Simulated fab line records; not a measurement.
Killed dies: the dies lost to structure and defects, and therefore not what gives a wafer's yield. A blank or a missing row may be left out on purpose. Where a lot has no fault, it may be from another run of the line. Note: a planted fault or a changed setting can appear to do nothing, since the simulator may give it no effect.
Chamber matching ; flow n5Finfet ; 4 sister chambers for N5_BEOL_M0_STRIP_142 on rieDiel-06
The step strips in N2/H2, time 10 s. 4 wafers are shown with their chamber, then 12 later ones without.

WAFERS WITH THEIR CHAMBER
wafer;chamber;showerheadPlenumPTorr (Torr)
L085.2;0;2.43
L088.1;2;2.58
L088.2;1;2.49
L088.3;3;2.50

WAFERS WHOSE CHAMBER IS MISSING
wafer;showerheadPlenumPTorr (Torr)
L087.3;2.58
L087.4;2.50
L087.5;2.43
L089.1;2.43
L089.3;2.50
L089.5;2.58
L095.4;2.43
L095.5;2.58
L095.6;2.48
L096.1;2.43
L096.3;2.48
L096.5;2.58

WHICH CHAMBER EACH ONE RAN IN
wafer;from the rows above;in truth
L087.3;2;2
L087.4;3;3
L087.5;0;0
L089.1;0;0
L089.3;3;3
L089.5;2;2
L095.4;0;0
L095.5;2;2
L095.6;1;1
L096.1;0;0
L096.3;1;1
L096.5;2;2
Correct placement for 12 of the 12. Left unplaced by these rows: 0. 0 placed wrongly.
How it was worked out, from the rows above alone: a wafer's distance from a chamber is the root of the sum, over the readings, of the square of ((its reading less the chamber's mean) divided by the reading's scatter). The wafer belongs to the nearest chamber; if the next one is less than 2 further off, it can't be placed. Each chamber's mean is taken over the wafers shown for it. The scatter (one wafer shown for each chamber): square how far every hidden wafer sits from the nearest shown wafer, average those squares and take the square root.
